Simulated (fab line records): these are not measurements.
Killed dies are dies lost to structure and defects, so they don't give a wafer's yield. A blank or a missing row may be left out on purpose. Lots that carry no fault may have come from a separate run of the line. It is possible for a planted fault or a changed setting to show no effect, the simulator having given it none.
A struck lot beside a sound one / flow n5 finfet / 15 steps out of a route of 1938
Sound: these wafers, L961.1, L961.4, L961.6. Struck: wafer L965.4 (L965.2, L965.6, from the same lot, were not struck and are left out); the cause is given at the end.
Order at every step that has rows: each side's tool, ch and its chambers, its first start. Under that, the readings that differ: sound wafers / struck wafers / difference of the means / sigmas: that difference in standard deviations of wafers without a fault.
alike: readings whose means differ by less than 2 such deviations, and words and numbers that are the same on both sides. not compared: withheld readings, readings that some wafer has no value for, bounds like >300 that may hide the same value, and numbers for which the record gives no deviation and whose values overlap.
Wherever a step has rows on one side only, a row that says differs or no value, or a row with sigmas, the two part there. When numbers do not overlap yet have no deviation, they are printed without sigmas and do not part them. Lack of a reading on every wafer of one side parts them only where that side has two or more wafers.

first, 8 steps without rows for these wafers: N5_BEOL_M8_COAT_64 (time 60 s, resist thk 12 nm); N5_BEOL_M8_COAT_71 (time 60 s, resist thk 5 nm); N5_BEOL_M8_COAT_22 (resist thk 30 nm); N5_BEOL_M8_EBR_24; N5_BEOL_M8_SOFTBAKE_23 (time 60 s); N5_BEOL_M8_EXPOSE_25 (exposes mask V7, target cd 40 nm); N5_BEOL_M8_PEB_26 (peb time 60 s); N5_BEOL_M8_DEVELOP_27 (develop time 30 s).
N5_BEOL_M8_CD_MEAS_28: the cd target is 40 nm.
  sound on cd sem-02 ch 0, day 12 00:19; struck on cd sem-02 ch 0, day 12 22:13
  alike: cd nm
N5_BEOL_M8_OVL_MEAS_29:
  sound on overlay-02 ch 0, day 12 00:21; struck on overlay-01 ch 0, day 12 22:15
  alike: V7_OVL
N5_BEOL_M8_INSPECT_30: inspects for defects (brightfield).
  sound on defect inspect-02, day 12 00:24; struck on defect inspect-02, day 12 22:18
  alike: raw defect count
N5_BEOL_M8_DESCUM_33: chemistry O2, time 7 s.
  sound on rie diel-05 ch 0,1,2, day 12 00:26; struck on rie diel-05 ch 1, day 12 22:41
  alike: drypump motor current A, oes product au, rf vpp V, showerhead plenum p Torr, throttle valve pct
  not compared: rf hours counter h
N5_BEOL_M8_ETCH_72: etches underlayer in N2/H2, target depth 6.5 nm, time 5.2 s.
  sound on rie diel-05 ch 0,1,2, day 12 00:28; struck on rie diel-05 ch 1, day 12 22:44
reading=etch rf on time s (s); sound=4.98 5.26 4.78; struck=3.31; difference=-1.70; sigmas=-11
reading=oes product au (a.u.); sound=0.77 0.70 0.83; struck=0.98; difference=+0.21; sigmas=+3
  alike: drypump motor current A, rf vpp V, showerhead plenum p Torr, throttle valve pct
  not compared: rf hours counter h
N5_BEOL_M8_ETCH_65: etches SiARC in CF4, target depth 15.6 nm, time 26 s.
  sound on rie diel-05 ch 0,1,2, day 12 00:29; struck on rie diel-05 ch 1, day 12 22:44
  alike: drypump motor current A, etch rf on time s, oes product au, rf vpp V, showerhead plenum p Torr, throttle valve pct
  not compared: rf hours counter h
N5_PASSIVATION_PROBE_49:
  the record has rows for the sound wafers here (prober-01, day 14 20:10) and none for the struck ones

## WHERE THEY PART
At N5_BEOL_M8_ETCH_72 first; at N5_PASSIVATION_PROBE_49 last (within this record only).

WHY: whatever the simulator had introduced
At N5_BEOL_M8_ETCH_72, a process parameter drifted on rie diel-05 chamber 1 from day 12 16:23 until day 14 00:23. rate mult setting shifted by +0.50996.
